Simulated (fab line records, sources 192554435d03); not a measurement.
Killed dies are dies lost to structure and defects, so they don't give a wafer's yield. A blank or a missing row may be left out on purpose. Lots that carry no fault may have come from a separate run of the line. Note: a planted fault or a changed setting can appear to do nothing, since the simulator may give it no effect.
fab line records	flow n5_finfet	part 1 of 2: steps 1 to 22 of 29
[record] lots = 5	wafers = 15	last_day = 16
route steps=1938 shown MOL_CONTACT_COAG@563
lots untouched by any fault: they come from a run of this same line in which no faults occurred
start_h: hours from the record's opening day to when the first of the lot's shown wafers began	wait_h: hours from the lot's prior step to this one	" same as the row above	L1.1+2: several wafers, shown together as one row	- no value, or no start was given	* or withheld: withheld	< > ~ a bound
route shown NAME@n: a module of which the file shows steps, and the number in the route of the first	usual: average and standard deviation across the fault-free wafers	same: alike in all rows	chamber/n: place in a boat	sites: each site's reading	_std_site: the values' standard deviation	_edge_site: the outer-site mean with the inner-site mean subtracted	radius_mm: for every site, how far away it sits from the centre of the wafer	mask NAME#n: copy n	behind: the most recent tool/chamber to have shaped the wafer	hold: cause of the lot's hold/its duration in hours/its outcome	device: whichever transistor did not switch (one of n, p or np)	end of line: the route-end tests of the same wafers	step lacking rows: just its recipe	killed: dies that structure and defects cost at the first sort, which is not the same as the wafer's yield	map: shows each die of a wafer: x if killed, . if not, _ if none is there
set.NAME: setting as actually run; set.NAME@STEP: the setting as run at that earlier step	model.NAME: the simulator's own value behind a step, which no gauge read
lots at selected steps of the route; one table per step, one row per wafer
services: the hour from which a tool's chamber was out of use, counted from the record's first day as start_h (under 0 if before that day), plus the number of hours and why
[[steps]]
[step N5_MOL_CONTACT_COAG_PECVD_31]
[recipe] material = SiO2	target_thk_a = 460	temp_c = 400	precursor = TEOS/O2	pressure_torr = 6.5	rf_w = withheld	teos_flow_sccm = withheld	gas = O2	flow_sccm = 2650	time_s = 8.9
[usual] susceptor_temp_C = 400.00/0.22
[same] time_s = 8.9
lot.wafer	tool	chamber	start_h	wait_h	susceptor_temp_C
L078.1	pecvd-04	1	125.87	0.3	399.53
L078.4	"	0	"	"	400.08
L078.5	"	1	"	"	399.89
L082.3	pecvd-04	1	146.95	0.3	400.30
L082.4	"	0	"	"	399.71
L082.6	"	1	"	"	400.25
L085.1	pecvd-04	2	164.12	0.3	399.88
L085.2	"	0	"	"	399.90
L085.6	"	2	"	"	399.93
L089.1	pecvd-03	0	186.55	0.3	400.17
L089.2	"	1	"	"	400.20
L089.4	"	2	"	"	400.11
L090.2	pecvd-02	0	190.97	0.3	399.95
L090.3	"	1	"	"	400.02
L090.4	"	2	"	"	399.78
[step N5_MOL_CONTACT_COAG_COAT_75]
[recipe] resist = SOC	temp_c = 250	time_s = 60	spin_rpm = 1500	resist_thk_nm = 60
[same] time_s = 60
lot.wafer	tool	chamber	start_h	wait_h
L078.1+4+5	litho_track-03	0	125.92	0.0
L082.3+4+6	litho_track-03	0	147.01	0.0
L085.1+2+6	litho_track-05	0	164.19	0.1
L089.1+2+4	litho_track-03	0	186.61	0.0
L090.2+3+4	litho_track-04	0	191.02	0.0
[step N5_MOL_CONTACT_COAG_COAT_76]
[recipe] resist = SiARC	temp_c = 220	time_s = 60	spin_rpm = 1500	resist_thk_nm = 10
[same] time_s = 60
lot.wafer	tool	chamber	start_h	wait_h
L078.1+4+5	litho_track-03	0	-	-
L082.3+4+6	litho_track-03	0	-	-
L085.1+2+6	litho_track-05	0	-	-
L089.1+2+4	litho_track-03	0	-	-
L090.2+3+4	litho_track-04	0	-	-
[step N5_MOL_CONTACT_COAG_COAT_77]
[recipe] resist = underlayer	temp_c = 205	time_s = 60	spin_rpm = 1500	resist_thk_nm = 10
[same] time_s = 60
lot.wafer	tool	chamber	start_h	wait_h
L078.1+4+5	litho_track-03	0	-	-
L082.3+4+6	litho_track-03	0	-	-
L085.1+2+6	litho_track-05	0	-	-
L089.1+2+4	litho_track-03	0	-	-
L090.2+3+4	litho_track-04	0	-	-
[step N5_MOL_CONTACT_COAG_COAT_78]
[recipe] resist = CAR-EUV	spin_rpm = 1500	resist_thk_nm = 40
lot.wafer	tool	chamber	start_h	wait_h
L078.1+4+5	litho_track-03	0	-	-
L082.3+4+6	litho_track-03	0	-	-
L085.1+2+6	litho_track-05	0	-	-
L089.1+2+4	litho_track-03	0	-	-
L090.2+3+4	litho_track-04	0	-	-
[step N5_MOL_CONTACT_COAG_EBR_80]
[recipe] solvent = PGMEA	ebr_width_mm = 1.5
lot.wafer	tool	chamber	start_h	wait_h
L078.1+4+5	litho_track-03	0	-	-
L082.3+4+6	litho_track-03	0	-	-
L085.1+2+6	litho_track-05	0	-	-
L089.1+2+4	litho_track-03	0	-	-
L090.2+3+4	litho_track-04	0	-	-
[step N5_MOL_CONTACT_COAG_SOFTBAKE_79]
[recipe] temp_c = 110	time_s = 60	resist = CAR-EUV
[same] time_s = 60
lot.wafer	tool	chamber	start_h	wait_h
L078.1+4+5	litho_track-03	0	-	-
L082.3+4+6	litho_track-03	0	-	-
L085.1+2+6	litho_track-05	0	-	-
L089.1+2+4	litho_track-03	0	-	-
L090.2+3+4	litho_track-04	0	-	-
[step N5_MOL_CONTACT_COAG_EXPOSE_81]
[recipe] mask_id = VG	na = 0.33	source_shape = annular	sigma_inner = 0.3	sigma_outer = 0.7	polarization = unpolarized	defocus_nm = 0	dose_mj = 59.5
lot.wafer	tool	chamber	start_h	wait_h	mask
L078.1+4+5	euv_scanner-02	0	126.18	-	VG#0
L082.3+4+6	euv_scanner-01	0	147.16	-	VG#0
L085.1+2+6	euv_scanner-01	0	164.33	-	VG#0
L089.1+2+4	euv_scanner-02	0	186.75	-	VG#0
L090.2+3+4	euv_scanner-02	0	191.17	-	VG#0
[step N5_MOL_CONTACT_COAG_PEB_82]
[recipe] peb_temp_c = 100	peb_time_s = 60	resist = CAR-EUV
lot.wafer	tool	chamber	start_h	wait_h
L078.1+4+5	litho_track-03	0	126.26	0.1
L082.3+4+6	litho_track-03	0	147.22	0.1
L085.1+2+6	litho_track-04	0	164.41	0.1
L089.1+2+4	litho_track-03	0	186.82	0.1
L090.2+3+4	litho_track-04	0	191.24	0.1
[step N5_MOL_CONTACT_COAG_DEVELOP_83]
[recipe] develop_time_s = 30	developer = TMAH	resist = CAR-EUV	rinse_liquid = surfactant_rinse	dry = air_spin	dev_temp_c = 23
lot.wafer	tool	chamber	start_h	wait_h
L078.1+4+5	litho_track-03	0	-	-
L082.3+4+6	litho_track-03	0	-	-
L085.1+2+6	litho_track-04	0	-	-
L089.1+2+4	litho_track-03	0	-	-
L090.2+3+4	litho_track-04	0	-	-
[step N5_MOL_CONTACT_COAG_CD_MEAS_84]
[recipe] target_cd_nm = 25.1	landing_energy_ev = 500	detector = se_inlens	polarity = opening
[usual] cd_nm = 25.15/0.24
lot.wafer	tool	chamber	start_h	wait_h	cd_nm
L078.1	cd_sem-02	0	126.33	-	24.94
L078.4	"	0	"	"	25.06
L078.5	"	0	"	"	25.10
L082.3	cd_sem-01	0	147.29	-	25.33
L082.4	"	0	"	"	25.12
L082.6	"	0	"	"	24.86
L085.1	cd_sem-03	0	164.48	-	25.05
L085.2	"	0	"	"	25.04
L085.6	"	0	"	"	25.02
L089.1	cd_sem-01	0	186.89	-	24.86
L089.2	"	0	"	"	24.98
L089.4	"	0	"	"	25.39
L090.2	cd_sem-01	0	191.31	-	25.02
L090.3	"	0	"	"	25.06
L090.4	"	0	"	"	25.41
[step N5_MOL_CONTACT_COAG_OVL_MEAS_85]
[recipe] points_per_wafer = 522
[usual] VG_OVL = -0.5/0.75
lot.wafer	tool	chamber	start_h	wait_h	VG_OVL[nm]
L078.1	overlay-02	0	126.36	0.0	-1.7
L078.4	"	0	"	"	-0.8
L078.5	"	0	"	"	-0.2
L082.3	overlay-02	0	147.33	0.0	-0.6
L082.4	"	0	"	"	-0.2
L082.6	"	0	"	"	0.1
L085.1	overlay-01	0	164.51	0.0	0.1
L085.2	"	0	"	"	0.7
L085.6	"	0	"	"	-0.1
L089.1	overlay-01	0	186.92	0.0	0.6
L089.2	"	0	"	"	0.2
L089.4	"	0	"	"	0.3
L090.2	overlay-02	0	191.34	0.0	-0.9
L090.3	"	0	"	"	-2.4
L090.4	"	0	"	"	-1.8
[step N5_MOL_CONTACT_COAG_INSPECT_57]
[recipe] mode = adi	inspect_instrument = brightfield
[usual] raw_defect_count = 207/55
lot.wafer	tool	chamber	start_h	wait_h	raw_defect_count
L078.1	defect_inspect-01	-	126.42	0.1	183
L078.4	"	-	"	"	221
L078.5	"	-	"	"	198
L082.3	defect_inspect-02	-	147.38	0.1	192
L082.4	"	-	"	"	120
L082.6	"	-	"	"	164
L085.1	defect_inspect-01	-	164.57	0.1	184
L085.2	"	-	"	"	129
L085.6	"	-	"	"	159
L089.1	defect_inspect-02	-	186.98	0.1	155
L089.2	"	-	"	"	201
L089.4	"	-	"	"	227
L090.2	defect_inspect-02	-	191.39	0.0	158
L090.3	"	-	"	"	177
L090.4	"	-	"	"	300
[step N5_MOL_CONTACT_COAG_DESCUM_88]
[recipe] chemistry = O2	time_s = 7	source_power_w = 50	bias_power_w = 20	pressure_mtorr = 20	rf_frequency_hz = 2.712e+07	temp_c = 40	resist = CAR-EUV	o2_flow_sccm = 225
[usual] drypump_motor_current_A = 5.9/0.39	oes_product_au = 0.79/0.086	rf_vpp_V = 243.2/1.3	showerhead_plenum_p_Torr = 2.09/0.065	throttle_valve_pct = 20.34/0.21
[same] time_s = 7
lot.wafer	tool	chamber	start_h	wait_h	drypump_motor_current_A	oes_product_au	rf_hours_counter_h	rf_vpp_V	showerhead_plenum_p_Torr	throttle_valve_pct
L078.1	rie_diel-03	2	126.58	0.2	5.7	0.80	109	242.4	2.09	20.14
L078.4	"	0	"	"	6.0	0.78	106	241.2	2.01	20.27
L078.5	"	2	"	"	5.7	0.80	-	243.8	2.09	20.14
L082.3	rie_diel-02	1	147.42	0.0	6.1	0.70	200	243.3	2.06	20.12
L082.4	"	1	"	"	6.1	0.70	-	243.8	2.06	20.11
L082.6	"	0	"	"	6.3	0.86	-	240.6	2.02	20.25
L085.1	rie_diel-04	2	164.60	0.0	6.1	0.72	220	242.5	2.06	20.49
L085.2	"	3	"	"	5.1	0.91	26	244.5	2.13	20.50
L085.6	"	2	"	"	6.1	0.72	-	242.5	2.06	20.50
L089.1	rie_diel-03	0	187.01	0.0	6.0	0.76	128	241.6	2.00	20.30
L089.2	"	3	"	"	5.9	0.71	186	241.0	1.99	20.63
L089.4	"	1	"	"	6.6	0.72	228	243.3	2.07	20.69
L090.2	rie_diel-04	3	191.57	0.2	5.1	0.89	35	243.8	2.13	20.50
L090.3	"	1	"	"	6.3	0.81	91	242.1	2.02	20.06
L090.4	"	0	"	"	5.8	0.94	11	243.7	2.23	20.02
[step N5_MOL_CONTACT_COAG_ETCH_89]
[recipe] chemistry = N2/H2	target = underlayer	target_depth_a = 130	mask_material = CAR-EUV	time_s = 10.4	ion_energy_ev = 200	pressure_mtorr = 30	source_w = 840	bias_w = 150	n2_flow_sccm = 200	h2_flow_sccm = 200	ends = cleared
[usual] drypump_motor_current_A = 5.9/0.39	etch_rf_on_time_s = 10.46/0.2	oes_product_au = 0.67/0.074	rf_vpp_V = 523.9/2.3	showerhead_plenum_p_Torr = 2.54/0.08	throttle_valve_pct = 17.83/0.22
lot.wafer	tool	chamber	start_h	wait_h	drypump_motor_current_A	etch_rf_on_time_s	oes_product_au	rf_hours_counter_h	rf_vpp_V	showerhead_plenum_p_Torr	throttle_valve_pct
L078.1	rie_diel-03	2	126.62	0.0	5.7	10.15	0.69	109	523.6	2.57	17.76
L078.4	"	0	"	"	6.0	10.74	0.65	106	519.9	2.45	17.69
L078.5	"	2	"	"	5.7	10.13	0.69	-	524.8	2.57	17.78
L082.3	rie_diel-02	1	147.45	0.0	6.0	10.34	0.60	200	521.9	2.52	17.71
L082.4	"	1	"	"	6.0	10.44	0.60	-	526.3	2.52	17.71
L082.6	"	0	"	"	6.3	10.37	0.74	-	520.2	2.46	17.74
L085.1	rie_diel-04	2	164.64	0.0	6.1	10.51	0.61	220	523.6	2.52	18.03
L085.2	"	3	"	"	5.1	10.31	0.78	26	525.9	2.61	18.03
L085.6	"	2	"	"	6.1	10.50	0.62	-	523.3	2.52	18.05
L089.1	rie_diel-03	0	187.05	0.0	6.0	10.72	0.64	128	520.0	2.45	17.73
L089.2	"	3	"	"	5.9	10.59	0.61	186	520.3	2.41	18.05
L089.4	"	1	"	"	6.6	10.83	0.59	228	523.7	2.50	18.05
L090.2	rie_diel-04	3	191.61	0.0	5.1	10.20	0.76	35	524.4	2.60	18.07
L090.3	"	1	"	"	6.3	10.37	0.70	91	521.1	2.46	17.41
L090.4	"	0	"	"	5.8	10.22	0.80	11	529.4	2.71	17.49
[step N5_MOL_CONTACT_COAG_ETCH_90]
[recipe] chemistry = CF4	target = SiARC	target_depth_a = 130	mask_material = CAR-EUV	time_s = 21.7	ion_energy_ev = 80	pressure_mtorr = 40	source_w = 545	bias_w = 36	Ar_flow_sccm = 100	cf4_flow_sccm = 100	ends = cleared
[usual] cf4_flow_sccm = 100.1/0.34	drypump_motor_current_A = 5.9/0.39	etch_rf_on_time_s = 21.8/0.43	oes_product_au = 0.67/0.074	rf_vpp_V = 184.2/1.2	showerhead_plenum_p_Torr = 2.14/0.062	throttle_valve_pct = 15.56/0.2
lot.wafer	tool	chamber	start_h	wait_h	cf4_flow_sccm	drypump_motor_current_A	etch_rf_on_time_s	oes_product_au	rf_hours_counter_h	rf_vpp_V	showerhead_plenum_p_Torr	throttle_valve_pct
L078.1	rie_diel-03	2	126.64	0.0	99.4	5.7	20.9	0.69	109	184.5	2.15	15.44
L078.4	"	0	"	"	100.2	6.0	22.1	0.65	106	184.0	2.06	15.48
L078.5	"	2	"	"	99.7	5.7	21.0	0.68	-	184.4	2.15	15.44
L082.3	rie_diel-02	1	147.47	0.0	100.3	6.0	21.8	0.60	200	183.9	2.14	15.57
L082.4	"	1	"	"	100.1	6.0	21.7	0.60	-	183.6	2.14	15.59
L082.6	"	0	"	"	100.2	6.4	21.4	0.73	-	183.7	2.08	15.49
L085.1	rie_diel-04	2	164.66	0.0	100.2	6.1	22.1	0.61	220	183.7	2.10	15.67
L085.2	"	3	"	"	100.3	5.1	21.6	0.77	26	184.1	2.19	15.62
L085.6	"	2	"	"	99.9	6.1	22.0	0.62	-	183.8	2.10	15.69
L089.1	rie_diel-03	0	187.07	0.0	100.1	6.0	22.1	0.65	128	182.4	2.05	15.51
L089.2	"	3	"	"	100.3	5.9	22.1	0.60	186	182.0	2.04	15.86
L089.4	"	1	"	"	100.3	6.6	22.0	0.61	228	185.2	2.11	15.87
L090.2	rie_diel-04	3	191.63	0.0	100.3	5.1	21.4	0.75	35	186.2	2.18	15.65
L090.3	"	1	"	"	100.0	6.3	21.5	0.70	91	184.7	2.07	15.23
L090.4	"	0	"	"	100.1	5.8	21.2	0.80	11	186.0	2.29	15.24
[step N5_MOL_CONTACT_COAG_ALD_131]
[recipe] material = SiO2	target_thk_a = 50	temp_c = 100	ald_precursor_family = BDEAS	ald_co_reactant = O2-plasma	pulse_time_s = 1	co_reactant_pulse_time_s = 1	purge_time_s = 2	co_reactant_purge_time_s = 2	ald_cycles = 35	pressure_torr = 2
[usual] heater_power_outer_w = 42/6.9	heater_power_w = 80/13	precursor_pulse_height_rel = 0.998/0.019	susceptor_temp_C = 100.02/0.12
lot.wafer	tool	chamber	start_h	wait_h	heater_power_outer_w	heater_power_w	precursor_pulse_height_rel	susceptor_temp_C
L078.1	ald_sin-04	0	126.91	0.2	53	107	0.988	99.82
L078.4	"	3	"	"	36	71	1.027	99.97
L078.5	"	1	"	"	37	76	0.975	100.02
L082.3	ald_sin-03	0	147.55	0.1	39	70	0.990	100.12
L082.4	"	1	"	"	49	93	0.975	100.23
L082.6	"	1	"	"	49	91	0.983	100.16
L085.1	ald_sin-04	3	164.74	0.1	36	69	1.006	100.25
L085.2	"	0	"	"	55	104	0.984	99.93
L085.6	"	1	"	"	37	75	0.986	99.81
L089.1	ald_sin-04	3	187.26	0.2	36	69	1.006	100.09
L089.2	"	2	"	"	39	73	0.989	99.92
L089.4	"	0	"	"	55	103	0.982	100.16
L090.2	ald_sin-01	3	191.71	0.1	37	69	0.984	100.04
L090.3	"	1	"	"	37	74	0.996	100.00
L090.4	"	2	"	"	40	80	0.992	99.87
[step N5_MOL_CONTACT_COAG_ETCHBACK_132]
[recipe] chemistry = CHF3	target = SiO2	target_depth_a = 100	time_s = 6.7	ion_energy_ev = 200	pressure_mtorr = 30	source_w = 610	bias_w = 170	Ar_flow_sccm = 200	CHF3_flow_sccm = 50
[usual] drypump_motor_current_A = 5.9/0.41	oes_ar_750_au = 0.79/0.078	oes_product_au = 0.79/0.082	rf_vpp_V = 524/11	showerhead_plenum_p_Torr = 2.36/0.072	throttle_valve_pct = 18.69/0.18
[same] time_s = 6.7
lot.wafer	tool	chamber	start_h	wait_h	drypump_motor_current_A	oes_ar_750_au	oes_product_au	rf_hours_counter_h	rf_vpp_V	showerhead_plenum_p_Torr	throttle_valve_pct
L078.1	rie_diel-04	2	127.09	0.1	6.1	0.73	0.74	204	537	2.35	18.74
L078.4	"	3	"	"	5.1	0.93	0.94	10	540	2.43	18.70
L078.5	"	3	"	"	5.1	0.93	0.95	-	541	2.42	18.72
L082.3	rie_diel-03	0	147.73	0.1	6.0	0.75	0.76	113	529	2.29	18.60
L082.4	"	2	"	"	5.7	0.80	0.80	117	508	2.40	18.61
L082.6	"	2	"	"	5.7	0.80	0.80	-	508	2.40	18.62
L085.1	rie_diel-02	2	164.92	0.1	5.9	0.73	0.73	162	524	2.47	18.63
L085.2	"	0	"	"	6.3	0.85	0.85	73	523	2.31	18.64
L085.6	"	0	"	"	6.4	0.85	0.85	-	524	2.31	18.65
L089.1	rie_diel-03	2	187.44	0.1	5.7	0.79	0.78	131	509	2.40	18.66
L089.2	"	0	"	"	6.0	0.73	0.75	128	530	2.28	18.62
L089.4	"	3	"	"	5.9	0.71	0.71	186	534	2.27	18.95
L090.2	rie_diel-04	0	191.93	0.1	5.8	0.94	0.93	11	523	2.54	18.35
L090.3	"	3	"	"	5.1	0.88	0.89	35	540	2.42	18.76
L090.4	"	1	"	"	6.3	0.83	0.82	91	514	2.31	18.32
[step N5_MOL_CONTACT_COAG_ETCH_91]
[recipe] chemistry = N2/H2	target = SOC	target_depth_a = 600	overetch_a = 210	mask_material = SiARC	temp_c = 40	time_s = 101.2	ion_energy_ev = 200	pressure_mtorr = 30	source_w = 840	bias_w = 150	n2_flow_sccm = 200	h2_flow_sccm = 200
[usual] drypump_motor_current_A = 5.9/0.41	oes_product_au = 0.66/0.065	rf_vpp_V = 523.4/2.3	showerhead_plenum_p_Torr = 2.53/0.081	throttle_valve_pct = 17.81/0.21
[same] time_s = 101.2
lot.wafer	tool	chamber	start_h	wait_h	drypump_motor_current_A	oes_product_au	rf_hours_counter_h	rf_vpp_V	showerhead_plenum_p_Torr	throttle_valve_pct
L078.1	rie_diel-04	2	127.12	0.0	6.2	0.61	205	522.2	2.53	17.98
L078.4	"	3	"	"	5.1	0.78	10	525.5	2.61	17.97
L078.5	"	3	"	"	5.1	0.79	-	525.7	2.61	17.97
L082.3	rie_diel-03	0	147.77	0.0	6.0	0.64	113	520.7	2.45	17.67
L082.4	"	2	"	"	5.7	0.66	117	524.6	2.57	17.74
L082.6	"	2	"	"	5.7	0.66	-	524.8	2.57	17.73
L085.1	rie_diel-02	2	164.95	0.0	5.9	0.62	162	527.1	2.64	17.83
L085.2	"	0	"	"	6.3	0.71	73	522.9	2.46	17.71
L085.6	"	0	"	"	6.3	0.72	-	521.5	2.46	17.74
L089.1	rie_diel-03	2	187.48	0.0	5.7	0.64	131	526.1	2.56	17.78
L089.2	"	0	"	"	6.0	0.63	128	519.7	2.45	17.69
L089.4	"	3	"	"	5.9	0.60	186	520.6	2.41	18.03
L090.2	rie_diel-04	0	191.96	0.0	5.8	0.77	11	528.8	2.71	17.45
L090.3	"	3	"	"	5.1	0.74	35	525.3	2.60	18.01
L090.4	"	1	"	"	6.3	0.69	91	521.7	2.46	17.40
[step N5_MOL_CONTACT_COAG_STRIP_92]
[recipe] chemistry = N2/H2	temp_c = 40	n2_flow_sccm = 200	h2_flow_sccm = 200	rf_frequency_hz = 6e+07
lot.wafer	tool	chamber	start_h	wait_h
L078.1+4+5	rie_diel-04	2,3,3	127.19	0.0
L082.3+4+6	rie_diel-03	0,2,2	147.84	0.0
L085.1+2+6	rie_diel-02	2,0,0	165.02	0.0
L089.1+2+4	rie_diel-03	2,0,3	187.55	0.0
L090.2+3+4	rie_diel-04	0,3,1	192.03	0.0
[step N5_MOL_CONTACT_COAG_STRIP_93]
[recipe] chemistry = N2/H2	temp_c = 40	n2_flow_sccm = 200	h2_flow_sccm = 200	rf_frequency_hz = 6e+07
lot.wafer	tool	chamber	start_h	wait_h
L078.1+4+5	rie_diel-04	2,3,3	127.20	0.0
L082.3+4+6	rie_diel-03	0,2,2	147.85	0.0
L085.1+2+6	rie_diel-02	2,0,0	165.03	0.0
L089.1+2+4	rie_diel-03	2,0,3	187.56	0.0
L090.2+3+4	rie_diel-04	0,3,1	192.04	0.0
[step N5_MOL_CONTACT_COAG_ETCHBACK_135]
[recipe] chemistry = CHF3	target = SiO2	target_depth_a = 250	time_s = 16.7	ion_energy_ev = 200	pressure_mtorr = 30	source_w = 610	bias_w = 170	Ar_flow_sccm = 200	CHF3_flow_sccm = 50
[usual] drypump_motor_current_A = 5.9/0.41	oes_ar_750_au = 0.79/0.078	oes_product_au = 0.79/0.082	rf_vpp_V = 525/11	showerhead_plenum_p_Torr = 2.36/0.072	throttle_valve_pct = 18.69/0.18
[same] time_s = 16.7
lot.wafer	tool	chamber	start_h	wait_h	drypump_motor_current_A	oes_ar_750_au	oes_product_au	rf_hours_counter_h	rf_vpp_V	showerhead_plenum_p_Torr	throttle_valve_pct
L078.1	rie_diel-04	2	127.21	0.0	6.1	0.73	0.73	205	537	2.35	18.74
L078.4	"	3	"	"	5.1	0.93	0.95	10	541	2.42	18.70
L078.5	"	3	"	"	5.1	0.93	0.95	-	540	2.43	18.72
L082.3	rie_diel-03	0	147.86	0.0	6.0	0.75	0.77	113	531	2.29	18.60
L082.4	"	2	"	"	5.7	0.80	0.79	117	509	2.40	18.63
L082.6	"	2	"	"	5.7	0.80	0.80	-	509	2.40	18.63
L085.1	rie_diel-02	2	165.04	0.0	5.9	0.73	0.73	162	523	2.47	18.65
L085.2	"	0	"	"	6.3	0.85	0.85	73	523	2.31	18.65
L085.6	"	0	"	"	6.4	0.84	0.86	-	521	2.31	18.65
L089.1	rie_diel-03	2	187.57	0.0	5.7	0.79	0.78	131	507	2.40	18.67
L089.2	"	0	"	"	6.0	0.74	0.74	128	530	2.28	18.61
L089.4	"	3	"	"	5.9	0.71	0.71	186	534	2.27	18.96
L090.2	rie_diel-04	0	192.05	0.0	5.8	0.93	0.92	11	523	2.54	18.35
L090.3	"	3	"	"	5.1	0.88	0.88	35	540	2.41	18.75
L090.4	"	1	"	"	6.3	0.82	0.81	91	513	2.31	18.34
